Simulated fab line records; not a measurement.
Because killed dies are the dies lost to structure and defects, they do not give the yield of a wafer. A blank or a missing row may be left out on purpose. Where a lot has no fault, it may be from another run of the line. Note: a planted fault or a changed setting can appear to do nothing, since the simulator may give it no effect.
A struck lot beside a sound one + flow nandHarc + 41 out of 1159 route steps
Sound: wafers L629.2, L629.5, L629.6. Wafers L643.3, L643.4, L643.6 were the ones struck. The cause comes at the end.
At each step with rows: each side's tool, then ch and its chambers, then its first start. Under that, the readings that differ: sound wafers + struck wafers + difference of the means + sigmas: that difference in standard deviations of wafers without a fault.
alike: words and numbers the same on both sides, and readings whose means are apart by under 2 such deviations; not compared: readings that were withheld, readings missing a value for some wafer, numbers with overlapping values and no deviation given by the record, and bounds like >300 which may hide the same value.
A row with sigmas, a row that says differs or no value, or rows on one side alone: a step with any of these is where the two part. Numbers that don't overlap but have no deviation are shown without sigmas and don't part them. A reading missing from all wafers of one side parts the sides only when that side holds two or more wafers.

first, 3 steps without rows for these wafers: NHARC_THIN_TSV_DESCUM_14 (chemistry O2, time 3 s); NHARC_THIN_TSV_ETCH_44 (etches the open film in CF4/O2, target depth 1594.2 nm, time 797.1 s); NHARC_THIN_TSV_ETCH_15 (target depth 3000 nm, bosch target overetch cycles 2, bosch etch step 2.8 s).
NHARC_THIN_TSV_CD_MEAS_16:
  struck on cdSem-01, day 25 14:28; sound on cdSem-03, day 20 05:04
| reading   | sound             | struck               | difference | sigmas |
|-----------|-------------------|----------------------|------------|--------|
| cdNm (nm) | 997.9 998.8 998.5 | 1002.4 1003.1 1001.4 | +3.9       | +2     |
NHARC_THIN_TSV_STRIP_45: strips in O2.
  sound on plasmaAsher-02 ch 0,1, day 20 06:05; struck on plasmaAsher-01 ch 0,1, day 25 14:38
  alike: drypumpMotorCurrentA, heaterPowerW
  not compared: rfHoursCounterH
then, 2 steps without rows for these wafers: NHARC_THIN_TSV_STRIP_46 (strips in post etch residue remover, time 1200 s); NHARC_THIN_TSV_DEP_47 (deposits SiO2, target thk 200 nm).
NHARC_THIN_TSV_ETCHBACK_48: etches the open film in C4F8/Ar, target depth 1028.5 nm, time 405.17 s.
  sound on rieDiel-06 ch 0,1, day 20 07:16; struck on rieDiel-06 ch 0,2,3, day 25 15:49
| reading             | sound          | struck         | difference | sigmas |
|---------------------|----------------|----------------|------------|--------|
| oesProductAu (a.u.) | 0.93 0.92 0.92 | 1.02 1.01 1.01 | +0.09      | +3     |
  alike: rfVppV
  not compared: rfHoursCounterH
then, 3 steps without rows for these wafers: NHARC_THIN_TSV_STRIP_62 (strips in N2/H2, time 20 s); NHARC_THIN_TSV_DEGAS_49 (time 120 s); NHARC_THIN_TSV_PRE_CLEAN_50 (time 30 s).
NHARC_THIN_TSV_PVD_19: deposits TaN, target thk 20 nm.
  sound on pvdSputter-02; struck on pvdSputter-02
  alike: throttleValvePct
NHARC_THIN_TSV_PVD_51: deposits Cu, target thk 100 nm.
  struck on pvdSputter-02, day 25 16:34; sound on pvdSputter-02, day 20 08:04
  alike: throttleValvePct
then, 16 steps without rows for these wafers: NHARC_THIN_TSV_ECD_20 (material Cu, target thk 2000 nm); NHARC_THIN_TSV_ANNEAL_52 (time 90 s); NHARC_THIN_TSV_CMP_21 (polishes, t overpolish 30 s, target thk 2000 nm); NHARC_THIN_TSV_SRD_23; NHARC_THIN_TSV_DEGAS_53 (time 60 s); NHARC_THIN_TSV_PRE_CLEAN_54 (time 30 s); NHARC_THIN_TSV_PVD_55 (deposits TiN, target thk 50 nm); NHARC_THIN_TSV_PVD_24 (deposits Al, target thk 800 nm); NHARC_THIN_TSV_DEHYDRATE_25 (time 120 s); NHARC_THIN_TSV_HMDS_26 (time 30 s); NHARC_THIN_TSV_COAT_27; NHARC_THIN_TSV_SOFTBAKE_28 (time 95 s); NHARC_THIN_TSV_EBR_29; NHARC_THIN_TSV_EXPOSE_30 (exposes mask PAD); NHARC_THIN_TSV_PEB_31 (peb time 85 s); NHARC_THIN_TSV_DEVELOP_32 (time 70 s).
NHARC_THIN_TSV_CD_MEAS_33 targets a cd of 5000 nm.
  sound on cdSem-01 ch 0, day 20 10:47; struck on cdSem-01 ch 0, day 25 19:27
  alike: cdNm
then, 1 step without rows for these wafers: NHARC_THIN_TSV_HARDBAKE_34 (time 80 s).
NHARC_THIN_TSV_DESCUM_35: chemistry O2, time 3 s.
  sound on rieDiel-06 ch 1,2,3, day 20 10:59; struck on rieDiel-05 ch 0,1,2, day 25 19:38
  alike: drypumpMotorCurrentA, oesProductAu, rfVppV, showerheadPlenumPTorr, throttleValvePct
  not compared: rfHoursCounterH
NHARC_THIN_TSV_ETCH_59: etches the open film in Cl2/BCl3, target depth 880 nm, time 138.1 s.
  sound on rieMetal-03 ch 0,1, day 20 11:07; struck on rieMetal-02 ch 0,1, day 25 19:49
  alike: drypumpMotorCurrentA, oesProductAu, throttleValvePct
  not compared: rfHoursCounterH
then, 3 steps without rows for these wafers: NHARC_THIN_TSV_ETCH_36 (etches the open film in Cl2/BCl3, target depth 65 nm, time 18.571 s); NHARC_THIN_TSV_STRIP_56 (strips in O2); NHARC_THIN_TSV_STRIP_57 (strips in post etch residue remover, time 1200 s).
NHARC_THIN_TSV_CD_MEAS_37:
  struck on cdSem-02, day 25 20:54; sound on cdSem-01, day 20 12:15
| reading   | sound                | struck               | difference | sigmas |
|-----------|----------------------|----------------------|------------|--------|
| cdNm (nm) | 4999.0 4998.5 4996.7 | 5003.8 5004.2 5000.9 | +4.9       | +2     |
then, 1 step without rows for these wafers: NHARC_THIN_TSV_ANNEAL_58 (time 1800 s).
NHARC_THIN_TSV_INSPECT_40:
  struck on defectInspect-02, day 26 00:23; sound on defectInspect-02, day 20 16:43
  alike: rawDefectCount
NHARC_END_WLT_00:
  rows exist in the record for the sound wafers here (prober-02, day 21 01:46), none for the struck ones
NHARC_END_SORT_01:
  at this point the record logs the struck wafers (prober-01 ch 0, day 26 10:55) and has no rows for the sound ones

## WHERE THEY PART
Last at NHARC_END_SORT_01 as far as this record goes, first at NHARC_THIN_TSV_CD_MEAS_16.

WHY: the cause the simulator had injected
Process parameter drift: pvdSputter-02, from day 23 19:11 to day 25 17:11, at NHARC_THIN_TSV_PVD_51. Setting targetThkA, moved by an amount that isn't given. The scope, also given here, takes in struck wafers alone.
